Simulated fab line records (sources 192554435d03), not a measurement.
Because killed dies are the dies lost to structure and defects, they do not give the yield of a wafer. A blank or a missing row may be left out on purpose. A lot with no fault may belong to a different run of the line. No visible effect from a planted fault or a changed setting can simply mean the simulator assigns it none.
fab line records ; flow n5-finfet
record: lots: 7; wafers: 39
route steps=1938 shown FIN_SAQP@94 SD_EPI_N@279 SD_ACTIVATION@330 MOL_CONTACT_COAG@559 BEOL_M0@733
start-h: the number of hours between the record's first day and the start of the first shown wafer of the lot ; wait-h: hours elapsed since this lot's preceding step ; " same as the row above ; L1.1+2: several wafers, shown together as one row ; - no value, or no start was given ; * or withheld: withheld ; < > ~ a bound
route shown NAME@n: a module of which the file shows steps, and the number in the route of the first ; usual: mean and standard deviation over wafers with no fault ; same: alike in all rows ; chamber/n: place in a boat ; sites: per-site readings ; _std_site: how widely they spread, as a standard deviation ; _edge_site: mean of outer sites minus mean of inner sites ; radius-mm: how far each site lies from the wafer's centre ; mask NAME#n: copy n ; behind: the most recent tool/chamber to have shaped the wafer ; hold: reason for holding the lot/hours on hold/outcome of the hold ; device: transistor that didn't switch, given as n, p or np ; end of line: the route-end tests of the same wafers ; for a step that has no rows: nothing shown but its recipe ; killed: at the first sort, the dies lost to defects and structure; wafer yield is something else ; map: a wafer's dies, x killed, . not, _ none there
set.NAME: the setting as run; set.NAME@STEP: as run at that earlier step ; model.NAME: the simulator's own value behind a step, which no gauge read
lots where settings were altered on purpose, with a table for each step and a row for each wafer
== steps ==
step: N5_FIN_SAQP_ALD_61
recipe: material: SiO2; target-thk-a: 40; temp-c: 300; ald-precursor-family: BDEAS; ald-co-reactant: O2-plasma; pulse-time-s: 1; purge-time-s: 2; co-reactant-purge-time-s: 2; ald-cycles: 43; pressure-torr: 2
lot.wafer;tool;chamber;start-h;wait-h;set.ald-cycles;model.SiO2_of_FIN_SAQP_ALD_61.thk-nm
L076.1;ald-sin-02;1;32.60;0.0;43;3.975
L076.2;ald-sin-02;2;32.60;0.0;50;4.636
L076.3;ald-sin-02;3;32.60;0.0;50;4.643
L076.4;ald-sin-02;0;32.60;0.0;43;4.007
L076.5;ald-sin-02;3;32.60;0.0;43;3.996
L076.6;ald-sin-02;0;32.60;0.0;50;4.645
L077.1;ald-sin-03;3;38.05;0.0;56;5.258
L077.2;ald-sin-03;2;38.05;0.0;43;4.03
L077.3;ald-sin-03;1;38.05;0.0;43;4.01
L077.4;ald-sin-03;0;38.05;0.0;56;5.221
L077.5;ald-sin-03;2;38.05;0.0;43;4.007
L077.6;ald-sin-03;1;38.05;0.0;56;5.213
L082.1;ald-sin-03;0;69.07;0.0;43;4.001
L082.2;ald-sin-03;3;69.07;0.0;51;4.759
L082.3;ald-sin-03;1;69.07;0.0;51;4.742
L082.4;ald-sin-03;2;69.07;0.0;51;4.718
L082.5;ald-sin-03;3;69.07;0.0;43;4.039
L082.6;ald-sin-03;0;69.07;0.0;43;3.993
L091.1;ald-sin-03;2;122.77;0.0;68;6.331
L091.2;ald-sin-03;1;122.77;0.0;68;6.342
L091.3;ald-sin-03;0;122.77;0.0;68;6.359
L091.4;ald-sin-03;3;122.77;0.0;43;4.038
L091.5;ald-sin-03;1;122.77;0.0;43;4.024
L091.6;ald-sin-03;2;122.77;0.0;43;4.005
L092.1;ald-sin-02;2;129.33;0.0;43;3.975
L092.2;ald-sin-02;1;129.33;0.0;43;3.977
L092.3;ald-sin-02;0;129.33;0.0;43;3.997
L092.4;ald-sin-02;3;129.33;0.0;43;3.979
L092.5;ald-sin-02;2;129.33;0.0;43;3.987
L092.6;ald-sin-02;1;129.33;0.0;43;3.989
L093.2;ald-sin-03;0;135.94;0.2;43;4.019
L093.3;ald-sin-03;2;135.94;0.2;43;4.008
L093.6;ald-sin-03;0;135.94;0.2;43;3.997
L095.1;ald-sin-02;3;146.33;0.0;50;4.668
L095.2;ald-sin-02;1;146.33;0.0;43;3.976
L095.3;ald-sin-02;2;146.33;0.0;43;3.985
L095.4;ald-sin-02;0;146.33;0.0;50;4.653
L095.5;ald-sin-02;0;146.33;0.0;43;3.983
L095.6;ald-sin-02;3;146.33;0.0;50;4.635
step: N5_SD_EPI_N_ETCH_16
recipe: chemistry: CHF3/O2; target: SiO2; target-depth-a: 50; mask-material: SOC; pressure-mtorr: 30; source-w: 650; bias-w: 170; Ar_flow_sccm: 200; CHF3_flow_sccm: 50; O2_flow_sccm: 5; ion-energy-ev: 200
lot.wafer;tool;chamber;start-h;wait-h;set.target-depth-a;model.etch.depth-nm
L076.1;rie-diel-06;2;70.82;0.1;41.01;4.073
L076.2;rie-diel-06;0;70.82;0.1;50;5.009
L076.3;rie-diel-06;1;70.82;0.1;50;5.013
L076.4;rie-diel-06;3;70.82;0.1;41.01;4.149
L076.5;rie-diel-06;2;70.82;0.1;50;4.957
L076.6;rie-diel-06;3;70.82;0.1;41.01;4.145
L077.1;rie-diel-05;2;74.83;0.1;50;5.039
L077.2;rie-diel-05;0;74.83;0.1;50;5.155
L077.3;rie-diel-05;1;74.83;0.1;50;5.079
L077.4;rie-diel-05;3;74.83;0.1;50;5.058
L077.5;rie-diel-05;3;74.83;0.1;50;5.054
L077.6;rie-diel-05;2;74.83;0.1;50;5.048
L082.1;rie-diel-05;2;97.81;0.1;50;4.99
L082.2;rie-diel-05;3;97.81;0.1;50;5.016
L082.3;rie-diel-05;0;97.81;0.1;72.34;7.49
L082.4;rie-diel-05;1;97.81;0.1;72.34;7.395
L082.5;rie-diel-05;2;97.81;0.1;50;4.958
L082.6;rie-diel-05;1;97.81;0.1;72.34;7.425
L091.1;rie-diel-05;1;154.66;0.1;50;5.078
L091.2;rie-diel-05;3;154.66;0.1;50;5.013
L091.3;rie-diel-05;0;154.66;0.1;37.76;3.898
L091.4;rie-diel-05;2;154.66;0.1;50;5.05
L091.5;rie-diel-05;2;154.66;0.1;37.76;3.768
L091.6;rie-diel-05;1;154.66;0.1;37.76;3.818
L092.1;rie-diel-05;1;163.30;0.1;50;5.129
L092.2;rie-diel-05;3;163.30;0.1;50;5.074
L092.3;rie-diel-05;2;163.30;0.1;50;5.029
L092.4;rie-diel-05;0;163.30;0.1;36.94;3.869
L092.5;rie-diel-05;0;163.30;0.1;36.94;3.875
L092.6;rie-diel-05;3;163.30;0.1;36.94;3.722
L093.2;rie-diel-06;3;167.75;0.1;50;5.068
L093.3;rie-diel-06;1;167.75;0.1;50;4.994
L093.6;rie-diel-06;1;167.75;0.1;50;5.007
L095.1;rie-diel-06;1;175.03;0.1;73.86;7.429
L095.2;rie-diel-06;2;175.03;0.1;50;4.97
L095.3;rie-diel-06;3;175.03;0.1;50;5.053
L095.4;rie-diel-06;0;175.03;0.1;73.86;7.243
L095.5;rie-diel-06;3;175.03;0.1;73.86;7.5
L095.6;rie-diel-06;2;175.03;0.1;50;4.925
step: N5_SD_EPI_N_EPI_21
recipe: material: Si:P; dopant: P; temp-c: 680; pressure-torr: 255; time-s: 690
lot.wafer;tool;chamber;start-h;wait-h;set.time-s;model.Si-P_of_SD_EPI_N_EPI_21.thk-nm
L076.1;epi-rpcvd-01;0;71.87;0.1;690;59
L076.2;epi-rpcvd-01;0;71.87;0.1;690;59.8
L076.3;epi-rpcvd-01;0;71.87;0.1;1074;80.8
L076.4;epi-rpcvd-01;0;71.87;0.1;690;58.2
L076.5+6;epi-rpcvd-01;0;71.87;0.1;1074;81.2
L077.1;epi-rpcvd-02;0;75.89;0.1;690;59
L077.2;epi-rpcvd-02;0;75.89;0.1;891.9;70.6
L077.3+5;epi-rpcvd-02;0;75.89;0.1;690;58.8
L077.4;epi-rpcvd-02;0;75.89;0.1;891.9;71.4
L077.6;epi-rpcvd-02;0;75.89;0.1;891.9;70.4
L082.1;epi-rpcvd-01;0;99.05;0.2;942.9;73.8
L082.2;epi-rpcvd-01;0;99.05;0.2;942.9;74.2
L082.3;epi-rpcvd-01;0;99.05;0.2;690;58.4
L082.4;epi-rpcvd-01;0;99.05;0.2;942.9;73.4
L082.5;epi-rpcvd-01;0;99.05;0.2;690;59.4
L082.6;epi-rpcvd-01;0;99.05;0.2;690;58.8
L091.1;epi-rpcvd-02;0;155.71;0.1;864.3;70.4
L091.2+4;epi-rpcvd-02;0;155.71;0.1;690;59.6
L091.3;epi-rpcvd-02;0;155.71;0.1;864.3;70
L091.5;epi-rpcvd-02;0;155.71;0.1;690;58.6
L091.6;epi-rpcvd-02;0;155.71;0.1;864.3;70.6
L092.1;epi-rpcvd-02;0;164.37;0.1;690;57.6
L092.2+5+6;epi-rpcvd-02;0;164.37;0.1;690;58.4
L092.3;epi-rpcvd-02;0;164.37;0.1;690;58.8
L092.4;epi-rpcvd-02;0;164.37;0.1;690;58
L093.2+6;epi-rpcvd-02;0;169.09;0.4;690;59.4
L093.3;epi-rpcvd-02;0;169.09;0.4;690;59.6
L095.1;epi-rpcvd-01;0;176.21;0.1;1028;78.8
L095.2;epi-rpcvd-01;0;176.21;0.1;690;58.8
L095.3;epi-rpcvd-01;0;176.21;0.1;1028;79
L095.4;epi-rpcvd-01;0;176.21;0.1;690;59.8
L095.5;epi-rpcvd-01;0;176.21;0.1;1028;78.2
L095.6;epi-rpcvd-01;0;176.21;0.1;690;58.4
step: N5_SD_EPI_N_EPI_MEAS_23
recipe: mode: xrd
usual: thk-nm: 59.0/1.2
lot.wafer;tool;chamber;start-h;wait-h;set.time-s@SD_EPI_N_EPI_21;thk-nm
L076.1;film-metro-01;-;73.59;1.4;690;57.7
L076.2;film-metro-01;-;73.59;1.4;690;58.4
L076.3;film-metro-01;-;73.59;1.4;1074;80.3
L076.4;film-metro-01;-;73.59;1.4;690;58.9
L076.5;film-metro-01;-;73.59;1.4;1074;81.0
L076.6;film-metro-01;-;73.59;1.4;1074;82.6
L077.1;film-metro-02;-;77.61;1.4;690;59.4
L077.2;film-metro-02;-;77.61;1.4;891.9;73.2
L077.3;film-metro-02;-;77.61;1.4;690;58.9
L077.4;film-metro-02;-;77.61;1.4;891.9;72.8
L077.5;film-metro-02;-;77.61;1.4;690;59.5
L077.6;film-metro-02;-;77.61;1.4;891.9;71.0
L082.1;film-metro-02;-;101.32;1.9;942.9;73.8
L082.2;film-metro-02;-;101.32;1.9;942.9;74.5
L082.3;film-metro-02;-;101.32;1.9;690;58.4
L082.4;film-metro-02;-;101.32;1.9;942.9;75.8
L082.5;film-metro-02;-;101.32;1.9;690;58.6
L082.6;film-metro-02;-;101.32;1.9;690;58.0
L091.1;film-metro-02;-;157.43;1.4;864.3;69.9
L091.2;film-metro-02;-;157.43;1.4;690;59.0
L091.3;film-metro-02;-;157.43;1.4;864.3;69.0
L091.4;film-metro-02;-;157.43;1.4;690;58.5
L091.5;film-metro-02;-;157.43;1.4;690;58.5
L091.6;film-metro-02;-;157.43;1.4;864.3;72.6
L092.1;film-metro-01;-;166.10;1.5;690;58.0
L092.2;film-metro-01;-;166.10;1.5;690;58.9
L092.3;film-metro-01;-;166.10;1.5;690;57.5
L092.4;film-metro-01;-;166.10;1.5;690;57.2
L092.5;film-metro-01;-;166.10;1.5;690;56.8
L092.6;film-metro-01;-;166.10;1.5;690;57.9
L093.2;film-metro-02;-;170.53;1.2;690;59.7
L093.3;film-metro-02;-;170.53;1.2;690;60.6
L093.6;film-metro-02;-;170.53;1.2;690;59.5
L095.1;film-metro-01;-;177.92;1.4;1028;79.7
L095.2;film-metro-01;-;177.92;1.4;690;59.0
L095.3;film-metro-01;-;177.92;1.4;1028;78.6
L095.4;film-metro-01;-;177.92;1.4;690;59.6
L095.5;film-metro-01;-;177.92;1.4;1028;75.9
L095.6;film-metro-01;-;177.92;1.4;690;59.1
step: N5_SD_EPI_N_PRECLEAN_24
recipe: chemistry: O3/DIW; time-s: 60; temp-c: 22; o3-ppm: 10
step: N5_SD_EPI_N_SRD_25
recipe: time-s: 30; temp-c: 23; rinse-liquid: diw; dry: ipa-marangoni
step: N5_SD_ACTIVATION_RTA_00
recipe: temp-c: 975; time-s: 0; ambient: N2; idle-temp-c: 600; ramp-up-c-per-s: 150; ramp-down-c-per-s: 60; cool-to-c: 600
step: N5_SD_ACTIVATION_LSA_01
recipe: temp-c: 1080; time-s: 0.0008; ambient: N2
step: N5_SD_ACTIVATION_RS_MEAS_03
recipe: thk-meas-gauge: four-point-probe
usual: RS_SD_N: 21.89/0.25; RS_SD_P: 56.1/0.93
lot.wafer;tool;chamber;start-h;wait-h;set.time-s@SD_EPI_N_EPI_21;RS_SD_N[ohm/sq];RS_SD_P[ohm/sq]
L076.1;film-metro-01;-;78.90;0.2;690;21.91;56.8
L076.2;film-metro-01;-;78.90;0.2;690;21.77;56.6
L076.3;film-metro-01;-;78.90;0.2;1074;16.16;55.6
L076.4;film-metro-01;-;78.90;0.2;690;22.35;56.7
L076.5;film-metro-01;-;78.90;0.2;1074;16.00;56.5
L076.6;film-metro-01;-;78.90;0.2;1074;15.85;56.3
L077.1;film-metro-02;-;82.94;0.2;690;22.02;58.4
L077.2;film-metro-02;-;82.94;0.2;891.9;18.30;57.7
L077.3;film-metro-02;-;82.94;0.2;690;22.01;57.4
L077.4;film-metro-02;-;82.94;0.2;891.9;17.96;58.2
L077.5;film-metro-02;-;82.94;0.2;690;21.88;58.5
L077.6;film-metro-02;-;82.94;0.2;891.9;18.43;57.3
L082.1;film-metro-02;-;107.72;0.2;942.9;17.44;55.2
L082.2;film-metro-02;-;107.72;0.2;942.9;17.40;55.0
L082.3;film-metro-02;-;107.72;0.2;690;22.04;54.1
L082.4;film-metro-02;-;107.72;0.2;942.9;17.67;54.1
L082.5;film-metro-02;-;107.72;0.2;690;21.96;54.9
L082.6;film-metro-02;-;107.72;0.2;690;21.93;54.6
L091.1;film-metro-02;-;164.32;0.2;864.3;18.25;56.4
L091.2;film-metro-02;-;164.32;0.2;690;21.66;57.4
L091.3;film-metro-02;-;164.32;0.2;864.3;18.31;56.5
L091.4;film-metro-02;-;164.32;0.2;690;21.53;56.4
L091.5;film-metro-02;-;164.32;0.2;690;21.95;56.3
L091.6;film-metro-02;-;164.32;0.2;864.3;18.28;57.3
L092.1;film-metro-01;-;172.22;0.2;690;22.48;57.5
L092.2;film-metro-01;-;172.22;0.2;690;22.14;57.3
L092.3;film-metro-01;-;172.22;0.2;690;21.88;57.5
L092.4;film-metro-01;-;172.22;0.2;690;22.11;57.2
L092.5;film-metro-01;-;172.22;0.2;690;22.26;57.6
L092.6;film-metro-01;-;172.22;0.2;690;22.08;56.5
L093.2;film-metro-02;-;176.56;0.2;690;21.62;56.3
L093.3;film-metro-02;-;176.56;0.2;690;21.47;55.8
L093.6;film-metro-02;-;176.56;0.2;690;21.46;55.3
L095.1;film-metro-02;-;183.14;0.2;1028;16.38;56.7
L095.2;film-metro-02;-;183.14;0.2;690;21.88;55.4
L095.3;film-metro-02;-;183.14;0.2;1028;16.31;55.5
L095.4;film-metro-02;-;183.14;0.2;690;21.64;54.8
L095.5;film-metro-02;-;183.14;0.2;1028;16.50;56.2
L095.6;film-metro-02;-;183.14;0.2;690;21.98;55.6
step: N5_MOL_CONTACT_COAG_ALD_27
recipe: material: SiOC; target-thk-a: 170; temp-c: 400; ald-precursor-family: carbosiloxane; ald-co-reactant: H2-plasma; pulse-time-s: 1.5; time-s: 2720; purge-time-s: 2; co-reactant-purge-time-s: 2; ald-cycles: 340; pressure-torr: 2
lot.wafer;tool;chamber;start-h;wait-h;set.ald-cycles;model.SiOC_of_MOL_CONTACT_COAG_ALD_27.thk-nm
L076.1+3;ald-sin-04;1,3;114.07;0.0;217;10.8
L076.2;ald-sin-04;2;114.07;0.0;217;11
L076.4+5+6;ald-sin-04;0,0,3;114.07;0.0;340;17
L077.1+3+6;ald-sin-02;1,3,3;118.63;0.0;185;9.2
L077.2+4+5;ald-sin-02;0,2,2;118.63;0.0;340;17
L082.1+2+3+4+6;ald-sin-04;3,1,0,2,0;142.18;0.0;340;17
L082.5;ald-sin-04;3;142.18;0.0;340;17.2
L091.1+5;ald-sin-04;2,3;202.44;0.0;417;21
L091.2+3+4;ald-sin-04;1,0,3;202.44;0.0;340;17
L091.6;ald-sin-04;0;202.44;0.0;417;20.8
L092.1+4;ald-sin-04;3,0;209.38;0.0;340;17
L092.2;ald-sin-04;2;209.38;0.0;340;17.2
L092.3;ald-sin-04;1;209.38;0.0;276;14
L092.5+6;ald-sin-04;3,0;209.38;0.0;276;13.8
L093.2+6;ald-sin-04;2,3;213.92;0.0;340;17.2
L093.3;ald-sin-04;3;213.92;0.0;340;17
L095.1+5;ald-sin-02;2,1;222.41;0.4;535;26.8
L095.2+3+4;ald-sin-02;0,3,1;222.41;0.4;340;17
L095.6;ald-sin-02;0;222.41;0.4;535;26.6
step: N5_BEOL_M0_CVD_115
recipe: material: Co; target-thk-a: *; temp-c: withheld; precursor: CCTBA/H2; pressure-torr: 30; time-s: 120
lot.wafer;tool;chamber;start-h;wait-h;set.target-thk-a;model.Co_of_BEOL_M0_CVD_115.thk-nm
L076.1+2+5;cvd-co-01;2,1,2;136.53;0.3;*;*
L076.3+4+6;cvd-co-01;0,1,0;136.53;0.3;*;*
L077.1+2+4;cvd-co-01;2,0,1;139.47;0.0;*;*
L077.3+5;cvd-co-01;1,0;139.47;0.0;*;*
L077.6;cvd-co-01;2;139.47;0.0;*;*
L082.1+5;cvd-co-02;2;168.02;0.1;*;*
L082.2+4;cvd-co-02;1;168.02;0.1;*;*
L082.3;cvd-co-02;0;168.02;0.1;*;*
L082.6;cvd-co-02;0;168.02;0.1;*;*
L091.1+5;cvd-co-01;2;222.90;0.0;*;*
L091.2+4;cvd-co-01;0;222.90;0.0;*;*
L091.3;cvd-co-01;1;222.90;0.0;*;*
L091.6;cvd-co-01;1;222.90;0.0;*;*
L092.1+6;cvd-co-01;2,0;229.11;0.1;*;*
L092.2;cvd-co-01;0;229.11;0.1;*;*
L092.3;cvd-co-01;1;229.11;0.1;*;*
L092.4+5;cvd-co-01;1,2;229.11;0.1;*;*
L093.2;cvd-co-01;1;234.14;0.3;*;*
L093.3+6;cvd-co-01;2;234.14;0.3;*;*
L095.1+3+4+5+6;cvd-co-02;1,0,0,1,2;243.62;0.1;*;*
L095.2;cvd-co-02;2;243.62;0.1;*;*
== key ==
split: step: N5_FIN_SAQP_ALD_61; setting: ald-cycles; stated: 43; by: wafer
response: step: N5_FIN_SAQP_ALD_61; reading: model.SiO2_of_FIN_SAQP_ALD_61.thk-nm; change: +0.04; per: 1%; r: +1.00
split: step: N5_SD_EPI_N_ETCH_16; setting: target-depth-a; stated: 50; by: wafer
response: step: N5_SD_EPI_N_ETCH_16; reading: model.etch.depth-nm; change: +0.0515; per: 1%; r: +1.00
split: step: N5_SD_EPI_N_EPI_21; setting: time-s; stated: 690; by: wafer
response: step: N5_SD_EPI_N_EPI_21; reading: model.Si-P_of_SD_EPI_N_EPI_21.thk-nm; change: +0.404; per: 1%; r: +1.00
response: step: N5_SD_EPI_N_EPI_MEAS_23; reading: thk-nm; change: *; per: 1%; r: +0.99
response: step: N5_SD_ACTIVATION_RS_MEAS_03; reading: RS_SD_N; change: -0.115; per: 1%; r: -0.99
split: step: N5_MOL_CONTACT_COAG_ALD_27; setting: ald-cycles; stated: 340; by: wafer
response: step: N5_MOL_CONTACT_COAG_ALD_27; reading: model.SiOC_of_MOL_CONTACT_COAG_ALD_27.thk-nm; change: +0.17; per: 1%; r: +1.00
split: step: N5_BEOL_M0_CVD_115; setting: target-thk-a; stated: *; by: wafer
response: step: N5_BEOL_M0_CVD_115; reading: model.Co_of_BEOL_M0_CVD_115.thk-nm; change: *; per: 1%; r: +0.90
